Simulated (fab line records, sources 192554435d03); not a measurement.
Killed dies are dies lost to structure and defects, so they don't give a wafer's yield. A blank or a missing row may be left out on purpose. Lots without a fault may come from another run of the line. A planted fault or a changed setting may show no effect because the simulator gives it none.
One fault seen from 2 desks | flow n5_finfet | each desk has only its own numbers; what lay behind them comes last

THE METROLOGY DESK
What the gauges read, lot by lot, whatever tool the lot ran on: means of the sampled wafers that have a number. A lot is out of limits, marked OUT, if its mean lies more than 4 standard deviations from the usual mean; the brackets give that distance.
Columns: A = M10_ILD_THK at N5_BEOL_M10_THK_MEAS_01, usual 268 nm
lot  | first seen here | A
L390 | day 9 21:30     | 269
L391 | day 9 21:43     | 266
L392 | day 10 04:11    | 267
L393 | day 10 16:07    | 275
L394 | day 11 01:01    | 265
L395 | day 11 10:15    | 271
L398 | day 12 04:03    | 272
L399 | day 12 09:55    | 265
L400 | day 12 17:41    | 263
L408 | day 14 04:12    | 269
L411 | day 15 11:36    | 265
This desk's finding: nothing out of limits on any of the 11 lots.

THE TOOL OWNER'S DESK: pecvd-04
The tool's own readings at N5_BEOL_M10_PECVD_70 (deposits SiO2 from TEOS/O2, target thk 20 nm, time 22.7 s): means of the sampled wafers that have a number, for each lot that ran on this tool. A lot is out of limits, marked OUT, if its mean lies more than 4 standard deviations from the usual mean; the brackets give that distance.
Columns: A = heater_power_w at N5_BEOL_M10_PECVD_70, usual 763 W; B = showerhead_plenum_p_Torr at N5_BEOL_M10_PECVD_70, usual 8.79 Torr; C = susceptor_temp_C at N5_BEOL_M10_PECVD_70, usual 400.02 C; D = throttle_valve_pct at N5_BEOL_M10_PECVD_70, usual 22.2 %
lot  | first seen here | A   | B    | C                | D
L390 | day 9 21:32     | 807 | 8.78 | 399.86           | 22.4
L395 | day 11 10:17    | 875 | 8.77 | 400.02           | 22.0
L399 | day 12 09:57    | 966 | 8.82 | 400.06           | 21.7
L400 | day 12 17:43    | 827 | 8.77 | 400.23           | 22.0
L408 | day 14 04:14    | 745 | 8.76 | 388.61 (-52) OUT | 22.0
This desk's finding: out of limits on L408; first on L408, day 14 04:14 (susceptor_temp_C at N5_BEOL_M10_PECVD_70). In limits: L390, L395, L399, L400.

PUT TOGETHER
The tool owner's desk could have raised an alarm at day 14 04:14, on L408.
The metrology desk saw nothing out of limits.
The metrology desk has L408 on record, within its limits.
Of the lots named, all ran N5_BEOL_M10_PECVD_70 on pecvd-04.

WHAT THE SIMULATOR HAD PUT IN
Process parameter drift: pecvd-04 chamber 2, from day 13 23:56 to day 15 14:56, at N5_BEOL_M10_PECVD_70. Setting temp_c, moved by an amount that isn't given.
Lots struck among those shown: L408.
Hours from the fault's start to each desk's first reading out of limits: the tool owner's desk, 4.
